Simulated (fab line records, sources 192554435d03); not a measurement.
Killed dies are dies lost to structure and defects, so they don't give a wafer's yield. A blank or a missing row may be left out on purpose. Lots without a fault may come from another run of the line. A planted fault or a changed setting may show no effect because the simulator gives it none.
fab line records | flow n5_finfet
record lots=6 wafers=18 last_day=18
route steps=1938 shown ILD0@336 SDB@347 PASSIVATION@1936
lots that met no fault: from a run of the same line without faults
start_h: hours from the record's first day to the start of the lot's first wafer shown | wait_h: hours since the lot's step before | " the same as in the row above | L1.1+2: a row that stands for several wafers | - no value, or no start given | * or withheld: withheld | < > ~ a bound
route shown NAME@n: a module of which the file shows steps, and the number in the route of the first | usual: mean/standard deviation of fault-free wafers | same: alike in all rows | chamber/n: place in a boat | sites: the reading at each site | _std_site: their standard deviation | _edge_site: outer sites' mean less inner sites' | radius_mm: how far each site lies from the wafer's centre | mask NAME#n: copy n | behind: the tool/chamber that last shaped the wafer | hold: why the lot was held/for how many hours/how that ended | device: the transistor (n, p or np) that didn't switch | end of line: the same wafers' tests at the end of the route | a step without rows: its recipe alone | killed: dies lost to structure and defects at the first sort, not the wafer's yield | map: a wafer's dies, x killed, . not, _ none there
set.NAME: the setting as run; set.NAME@STEP: as run at that earlier step | model.NAME: the simulator's own value behind a step, which no gauge read
lots at some steps of the route; a table a step, a row a wafer
services: from which hour (start_h, from the record's first day; less than 0 if before it) a tool's chamber was out of use, for how many hours, and why
## steps
# step N5_ILD0_FCVD_FILL_01
# recipe material=SiO2_flowable target_thk_a=2000 temp_c=100 pressure_torr=0.8 rf_w=2000 time_s=328.3
# step N5_ILD0_CURE_02
# recipe temp_c=450 time_s=1800 ambient=steam idle_temp_c=400 ramp_up_c_per_min=5 ramp_down_c_per_min=3 densification_p_h2o_torr=640
# step N5_ILD0_CMP_03
# recipe stop_on=SiNx t_overpolish_s=1.9 post_cmp_clean=alkaline_brush down_force_psi=4.1491 platen_rpm=51.796 pad_velocity_m_s=1.0306 target_thk_nm=197.38
# usual motor_current_A=13.2/1.1 overpolish_run_s=1.900/0.0084 slurry_flow_ml_min=150.0/0.45 time_to_endpoint_s=72/4.9
# same t_overpolish_s=1.9
# columns lot.wafer tool chamber start_h wait_h motor_current_A overpolish_run_s slurry_flow_ml_min time_to_endpoint_s
L623.4 cmp-01 1 62.38 0.1 13.6 1.891 150.1 67
L623.1 " 3 " " 10.4 1.890 149.5 63
L623.6 " 2 " " 14.2 1.896 150.1 72
L631.1 cmp-02 2 113.43 0.0 13.5 1.893 149.4 75
L631.3 " 1 " " 12.2 1.893 149.9 74
L631.6 " 3 " " 12.9 1.889 150.6 76
L638.4 cmp-02 1 151.00 0.0 11.6 1.902 149.9 73
L638.3 " 0 " " 13.2 1.896 150.2 75
L638.5 " 1 " " 11.3 1.906 149.9 76
L643.2 cmp-02 0 181.63 0.0 13.1 1.904 150.5 78
L643.4 " 1 " " 11.5 1.901 149.9 76
L643.6 " 1 " " 11.9 1.902 150.1 76
L644.3 cmp-04 1 192.19 0.1 14.5 1.908 150.4 62
L644.2 " 2 " " 13.7 1.920 149.9 63
L644.1 " 3 " " 12.4 1.891 150.0 65
L646.4 cmp-01 0 202.72 0.0 13.6 1.900 150.1 73
L646.1 " 2 " " 14.5 1.910 150.1 70
L646.6 " 0 " " 13.8 1.900 150.5 73
# step N5_ILD0_THK_MEAS_04
# usual thk_nm=197.5/1.1
# columns lot.wafer tool chamber start_h wait_h thk_nm
L623.1 film_metro-01 - 62.67 - 197.5
L623.4 " - " " 197.3
L623.6 " - " " 197.6
L631.1 film_metro-01 - 113.72 - 197.2
L631.3 " - " " 198.4
L631.6 " - " " 198.6
L638.3 film_metro-02 - 151.30 - 197.5
L638.4 " - " " 196.7
L638.5 " - " " 197.5
L643.2 film_metro-01 - 181.92 - 198.6
L643.4 " - " " 197.8
L643.6 " - " " 198.6
L644.1 film_metro-01 - 192.45 - 196.5
L644.2 " - " " 197.1
L644.3 " - " " 195.6
L646.1 film_metro-02 - 203.01 - 196.7
L646.4 " - " " 196.6
L646.6 " - " " 198.4
# step N5_ILD0_CMP_07
# recipe stop_on=poly-Si material=SiO2_flowable t_overpolish_s=1.18 post_cmp_clean=alkaline_brush down_force_psi=4.1491 platen_rpm=51.796 pad_velocity_m_s=1.0306 target_thk_nm=138.88
# usual motor_current_A=13.0/1.2 slurry_flow_ml_min=150.0/0.5
# same t_overpolish_s=1.18
# columns lot.wafer tool chamber start_h wait_h motor_current_A slurry_flow_ml_min
L623.1 cmp-01 0 62.83 0.2 13.3 149.0
L623.4 " 2 " " 14.7 149.8
L623.6 " 0 " " 13.9 150.0
L631.1 cmp-02 2 113.88 0.2 13.0 150.2
L631.3 " 0 " " 13.6 149.1
L631.6 " 3 " " 12.8 150.0
L638.4 cmp-02 0 151.45 0.2 13.4 150.2
L638.3 " 2 " " 12.3 150.0
L638.5 " 1 " " 12.0 149.8
L643.4 cmp-02 3 181.99 0.1 13.0 149.5
L643.2 " 0 " " 12.4 150.3
L643.6 " 3 " " 14.1 150.3
L644.1 cmp-01 0 192.48 0.0 13.4 149.8
L644.3 " 1 " " 13.2 149.4
L644.2 " 2 " " 13.7 149.9
L646.4 cmp-01 2 203.21 0.2 13.2 149.3
L646.1 " 0 " " 13.4 149.0
L646.6 " 1 " " 13.0 149.9
# step N5_ILD0_THK_MEAS_08
# usual thk_nm=139.1/1.5
# columns lot.wafer tool chamber start_h wait_h thk_nm
L623.1 film_metro-02 - 63.12 - 140.9
L623.4 " - " " 139.9
L623.6 " - " " 140.8
L631.1 film_metro-01 - 114.18 - 139.7
L631.3 " - " " 138.0
L631.6 " - " " 137.8
L638.3 film_metro-02 - 151.75 - 140.4
L638.4 " - " " 139.6
L638.5 " - " " 138.6
L643.2 film_metro-02 - 182.25 - 139.9
L643.4 " - " " 139.8
L643.6 " - " " 139.6
L644.1 film_metro-02 - 192.77 - 140.2
L644.2 " - " " 140.3
L644.3 " - " " 139.0
L646.1 film_metro-01 - 203.46 - 140.6
L646.4 " - " " 140.0
L646.6 " - " " 137.8
# step N5_ILD0_PRECLEAN_10
# recipe chemistry=NF3:NH3 afs_cycles=5 time_s=20 temp_c=30 sublimation_temp_c=180 sublimation_time_s=60 pressure_torr=3 rf_power_w=30
# step N5_ILD0_ALD_15
# recipe material=SiNx target_thk_a=240 temp_c=400 ald_precursor_family=SiH2I2 ald_co_reactant=N2/H2-plasma pulse_time_s=1 ald_cycles=480 purge_time_s=2 co_reactant_purge_time_s=2 pressure_torr=2
# usual heater_power_w=837/53 precursor_pulse_height_rel=1.000/0.02
# columns lot.wafer tool chamber start_h wait_h heater_power_w precursor_pulse_height_rel
L623.1 ald_sin-02 3 63.84 0.6 906 1.006
L623.4 " 1 " " 889 1.014
L623.6 " 0 64.93 1.1 781 0.983
L631.1 ald_sin-04 3 114.89 0.6 841 0.974
L631.3 " 0 " " 830 0.999
L631.6 " 2 115.98 1.1 759 1.018
L638.3 ald_sin-04 0 152.47 0.4 843 0.981
L638.4 " 3 153.55 1.3 880 1.027
L638.5 " 2 " " 743 0.991
L643.2 ald_sin-01 0 182.97 0.5 887 1.007
L643.4 " 1 " " 825 1.006
L643.6 " 2 184.05 1.1 792 0.992
L644.1 ald_sin-01 1 193.49 0.6 835 0.975
L644.2 " 2 " " 803 1.020
L644.3 " 0 " " 875 0.991
L646.1 ald_sin-02 3 204.18 0.6 901 0.969
L646.4 " 3 205.27 1.3 910 1.009
L646.6 " 3 206.35 2.2 927 1.009
# step N5_ILD0_CMP_12
# recipe stop_on=poly-Si material=SiNx t_overpolish_s=6 post_cmp_clean=alkaline_brush down_force_psi=2.5 platen_rpm=51.8 pad_velocity_m_s=1.0307 target_thk_nm=17.67
# usual motor_current_A=9.6/0.96 overpolish_run_s=6.000/0.0087 slurry_flow_ml_min=150.1/0.5 time_to_endpoint_s=30/3.7
# same t_overpolish_s=6
# columns lot.wafer tool chamber start_h wait_h motor_current_A overpolish_run_s slurry_flow_ml_min time_to_endpoint_s
L623.1 cmp-01 1 66.13 1.2 9.7 6.013 150.3 30
L623.4 " 3 " " 7.5 6.001 150.1 24
L623.6 " 0 " " 10.0 5.994 150.5 35
L631.1 cmp-01 2 117.26 1.3 9.8 5.997 149.7 32
L631.3 " 0 " " 10.0 6.002 149.8 34
L631.6 " 2 " " 10.2 5.991 149.5 33
L638.4 cmp-01 1 154.70 0.1 9.9 5.993 150.3 29
L638.3 " 2 " " 10.7 6.004 149.3 33
L638.5 " 1 " " 9.7 5.999 150.0 30
L643.4 cmp-02 0 185.20 1.2 9.9 5.994 150.6 31
L643.2 " 1 " " 8.8 6.002 150.4 28
L643.6 " 3 " " 9.9 6.004 150.6 28
L644.2 cmp-01 2 195.73 1.2 10.1 6.009 149.9 33
L644.1 " 3 " " 7.4 6.004 150.0 22
L644.3 " 0 " " 9.5 6.004 149.3 33
L646.4 cmp-02 1 207.47 1.1 8.3 6.009 150.3 29
L646.1 " 3 " " 9.4 6.015 150.0 29
L646.6 " 1 " " 8.7 5.997 151.0 27
# step N5_ILD0_THK_MEAS_13
# usual thk_nm=17.9/1.4
# columns lot.wafer tool chamber start_h wait_h thk_nm
L623.1 film_metro-01 - 66.39 - 18.1
L623.4 " - " " 16.7
L623.6 " - " " 19.9
L631.1 film_metro-01 - 117.55 - 20.2
L631.3 " - " " 21.1
L631.6 " - " " 20.5
L638.3 film_metro-02 - 154.96 - 19.8
L638.4 " - " " 16.5
L638.5 " - " " 16.9
L643.2 film_metro-02 - 185.46 - 19.2
L643.4 " - " " 18.2
L643.6 " - " " 18.7
L644.1 film_metro-01 - 195.99 - 14.5
L644.2 " - " " 19.2
L644.3 " - " " 19.1
L646.1 film_metro-01 - 207.76 - 17.5
L646.4 " - " " 16.7
L646.6 " - " " 17.8
# step N5_ILD0_INSPECT_06
# recipe inspect_instrument=darkfield mode=post_cmp
# usual raw_defect_count=33/13
# columns lot.wafer tool chamber start_h wait_h raw_defect_count
L623.1 defect_inspect-02 - 66.42 0.0 29
L623.4 " - " " 21
L623.6 " - " " 43
L631.1 defect_inspect-02 - 117.58 0.0 20
L631.3 " - " " 29
L631.6 " - " " 28
L638.3 defect_inspect-01 - 154.99 0.0 7
L638.4 " - " " 28
L638.5 " - " " 12
L643.2 defect_inspect-01 - 185.49 0.0 26
L643.4 " - " " 27
L643.6 " - " " 34
L644.1 defect_inspect-02 - 196.02 0.0 36
L644.2 " - " " 31
L644.3 " - " " 45
L646.1 defect_inspect-02 - 207.79 0.0 23
L646.4 " - " " 48
L646.6 " - " " 81
# step N5_SDB_HM_DEP_00
# recipe material=SiNx target_thk_a=400 temp_c=400 precursor=SiH4/NH3/N2 pressure_torr=1.5 rf_w=300 time_s=35.3
# usual heater_power_w=705/52 showerhead_plenum_p_Torr=5.09/0.062 throttle_valve_pct=40.9/2.3
# columns lot.wafer tool chamber start_h wait_h heater_power_w showerhead_plenum_p_Torr throttle_valve_pct
L623.1 pecvd-02 0 66.45 0.0 677 5.09 43.3
L623.4 " 1 " " 616 5.08 44.0
L623.6 " 0 " " 674 5.10 43.1
L631.1 pecvd-04 2 117.61 0.0 761 5.03 39.2
L631.3 " 1 " " 654 5.11 42.3
L631.6 " 0 " " 689 5.00 40.1
L638.3 pecvd-04 1 155.03 0.0 737 5.13 42.1
L638.4 " 1 " " 749 5.11 42.3
L638.5 " 2 " " 748 5.02 39.2
L643.2 pecvd-02 1 185.52 0.0 625 5.09 44.3
L643.4 " 1 " " 639 5.10 43.9
L643.6 " 0 " " 722 5.08 43.4
L644.1 pecvd-03 2 196.05 0.0 629 5.17 36.5
L644.2 " 0 " " 798 5.16 42.2
L644.3 " 1 " " 718 5.12 42.6
L646.1 pecvd-02 0 207.83 0.0 696 5.07 43.5
L646.4 " 2 " " 752 5.14 38.8
L646.6 " 0 " " 715 5.09 43.4
# step N5_SDB_COAT_03
# recipe resist=SOC temp_c=250 time_s=60 spin_rpm=1500 resist_thk_nm=100
# usual heater_power_total_W=500.3/1.8 plate_temp_C=250.01/0.17
# columns lot.wafer tool chamber start_h wait_h heater_power_total_W plate_temp_C
L623.1 litho_track-05 0 66.53 0.1 497.4 249.94
L623.4 " 0 " " 501.8 249.84
L623.6 " 0 " " 500.7 249.78
L631.1 litho_track-01 0 117.70 0.1 502.7 249.95
L631.3 " 0 " " 501.4 249.90
L631.6 " 0 " " 500.8 249.77
L638.3 litho_track-01 0 155.11 0.1 498.0 249.99
L638.4 " 0 " " 501.4 250.08
L638.5 " 0 " " 497.4 249.74
L643.2 litho_track-05 0 185.61 0.1 524.7 259.73
L643.4 " 0 " " 521.3 260.00
L643.6 " 0 " " 525.0 259.78
L644.1 litho_track-05 0 196.14 0.1 527.6 260.21
L644.2 " 0 " " 526.8 259.95
L644.3 " 0 " " 524.3 259.88
L646.1 litho_track-01 0 207.91 0.1 498.0 250.21
L646.4 " 0 " " 498.4 249.99
L646.6 " 0 " " 500.4 250.04
# step N5_SDB_COAT_04
# recipe resist=SiARC temp_c=220 time_s=60 spin_rpm=1500 resist_thk_nm=18
# step N5_PASSIVATION_PROBE_49
# usual killed_at_M0_to_M3=34/11 killed_at_M4_up=14/5.6 killed_at_contacts=13/5.9 killed_at_front_end=40/11 killed_at_other=4/3.1 killed_dies=105/16 killed_open=68/11 killed_short=34/8.4
# same gross_dies=1180 killed_at_back_side=0
# columns lot.wafer tool chamber start_h wait_h killed_at_M0_to_M3 killed_at_M4_up killed_at_contacts killed_at_front_end killed_at_other killed_dies killed_open killed_short
L623.1 prober-01 - 285.99 0.0 18 9 17 29 7 80 58 22
L623.4 prober-01 - 286.14 0.2 35 8 9 34 4 90 63 26
L623.6 prober-01 - 286.24 0.3 38 11 18 40 4 111 73 35
L638.3 prober-02 - 381.57 0.1 31 16 12 20 0 79 58 19
L638.4 prober-02 - 381.62 0.2 45 16 12 43 1 117 77 32
L638.5 prober-02 - 381.67 0.2 13 16 10 40 2 81 52 25
L643.2 prober-02 - 429.68 1.3 28 15 24 52 0 119 76 38
L643.4 prober-02 - 429.78 1.4 25 7 16 47 1 96 64 32
L643.6 prober-02 - 429.88 1.5 14 16 5 42 0 77 50 24
# killed by level:class
L623.1 MOL_CONTACT_COAG:geometric_particle:open=11 MOL_CONTACT_COAG:geometric_particle:short=6 STARTING-WAFER:geometric_particle:open=6 BEOL_M3:geometric_particle:open=5 FIN_SAQP:geometric_particle:open=4 DUMMY_GATE:geometric_particle:open=4 BEOL_M0_SAQP:geometric_particle:short=4 FIN_SAQP:geometric_particle:short=3
L623.4 BEOL_M0_SAQP:geometric_particle:open=14 STI_FIN_REVEAL:geometric_particle:open=12 MOL_CONTACT_COAG:geometric_particle:open=8 BEOL_M0_SAQP:geometric_particle:short=8 BEOL_M2:geometric_particle:open=8 FIN_SAQP:geometric_particle:short=5 FIN_SAQP:geometric_particle:open=4 BEOL_M1:geometric_particle:short=3
L623.6 BEOL_M2:geometric_particle:open=11 MOL_CONTACT_COAG:geometric_particle:open=10 FIN_SAQP:geometric_particle:short=9 MOL_CONTACT_COAG:geometric_particle:short=8 FIN_SAQP:geometric_particle:open=7 STI_FIN_REVEAL:geometric_particle:open=7 BEOL_M3:geometric_particle:open=7 BEOL_M0_SAQP:geometric_particle:short=6
L638.3 MOL_CONTACT_COAG:geometric_particle:open=10 STI_FIN_REVEAL:geometric_particle:open=9 BEOL_M0_SAQP:geometric_particle:short=7 BEOL_M4:geometric_particle:open=7 BEOL_M0_SAQP:geometric_particle:open=5 BEOL_M1:geometric_particle:open=5 BEOL_M5:geometric_particle:open=5 FIN_SAQP:geometric_particle:open=4
L638.4 BEOL_M0_SAQP:geometric_particle:short=13 FIN_SAQP:geometric_particle:open=12 STI_FIN_REVEAL:geometric_particle:open=10 MOL_CONTACT_COAG:geometric_particle:open=9 BEOL_M0_SAQP:geometric_particle:open=8 BEOL_M2:geometric_particle:open=8 BEOL_M5:geometric_particle:open=7 BEOL_M1:geometric_particle:open=5
L638.5 STI_FIN_REVEAL:geometric_particle:open=10 FIN_SAQP:geometric_particle:open=9 MOL_CONTACT_COAG:geometric_particle:open=9 BEOL_M4:geometric_particle:open=8 FIN_SAQP:geometric_particle:short=6 STARTING-WAFER:geometric_particle:short=5 BEOL_M0_SAQP:geometric_particle:short=4 DUMMY_GATE:geometric_particle:open=3
L643.2 MOL_CONTACT_COAG:geometric_particle:open=18 FIN_SAQP:geometric_particle:open=12 BEOL_M1:geometric_particle:open=8 GATE_CUT:geometric_particle:short=7 FIN_SAQP:geometric_particle:short=6 DUMMY_GATE:geometric_particle:open=6 MOL_CONTACT_COAG:geometric_particle:short=6 BEOL_M2:geometric_particle:open=6
L643.4 MOL_CONTACT_COAG:geometric_particle:open=14 FIN_SAQP:geometric_particle:open=9 BEOL_M0_SAQP:geometric_particle:short=7 FIN_SAQP:geometric_particle:short=6 BEOL_M2:geometric_particle:open=6 STI_FIN_REVEAL:geometric_particle:open=5 DUMMY_GATE:geometric_particle:open=4 SPACER0:geometric_particle:open=4
L643.6 FIN_SAQP:geometric_particle:open=12 FIN_SAQP:geometric_particle:short=7 BEOL_M3:geometric_particle:open=6 DUMMY_GATE:geometric_particle:open=5 BEOL_M4:geometric_particle:open=5 BEOL_M4:geometric_particle:short=5 STI_FIN_REVEAL:geometric_particle:open=4 GATE_CUT:geometric_particle:open=4
## services
# columns tool chamber start_h hours kind
cmp-02 - 56.23 5.8 repair
pecvd-04 - 68.07 1.5 repair
cmp-02 - 74.69 0.4 repair
cmp-04 - 84.21 2.2 repair
ald_sin-04 - 85.25 14.0 pm
pecvd-02 0 93.59 4.7 repair
ald_sin-02 0 95.73 15.3 repair
cmp-04 - 98.12 3.3 repair
pecvd-02 - 101.28 1.1 repair
pecvd-02 2 110.89 8.5 repair
cmp-04 - 111.36 10.1 pm
cmp-02 - 120.37 3.8 pm
cmp-04 - 123.00 0.7 repair
pecvd-02 0 131.36 4.5 repair
ald_sin-01 2 133.41 14.0 repair
cmp-04 - 142.43 4.0 pm
cmp-01 - 144.06 8.7 pm
cmp-02 - 153.93 0.7 repair
ald_sin-04 - 155.76 12.3 repair
cmp-01 - 158.35 4.3 pm
cmp-01 - 166.41 7.5 pm
pecvd-04 1 171.87 21.9 repair
cmp-02 - 194.72 1.6 repair
cmp-01 - 196.79 4.5 repair
## key
first_sign step=N5_SDB_COAT_03 reading=plate_temp_C direction=up sigmas=58 usual=* struck=*
effect step=N5_SDB_COAT_03 reading=heater_power_total_W direction=up sigmas=14 usual=* struck=*
met_at N5_SDB_COAT_03
struck_wafers L643.2,L643.4,L643.6,L644.1,L644.2,L644.3
tester_left_out L643,L644
onset_between 66.53 185.61
fault kind=process_parameter_drift tool=litho_track-05 chamber=- onset_h=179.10 steps=N5_SDB_COAT_03 channel=temp_c offset=* shape=step end_h=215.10 acts_in=* stated=*
# tester_left_out: of these lots the tester's yield and bins aren't shown, on N5 and GAA mostly nor the transistor test; their killed dies are dies lost to structure and defects alone, not to doping, threshold or leakage, so they don't give the yield
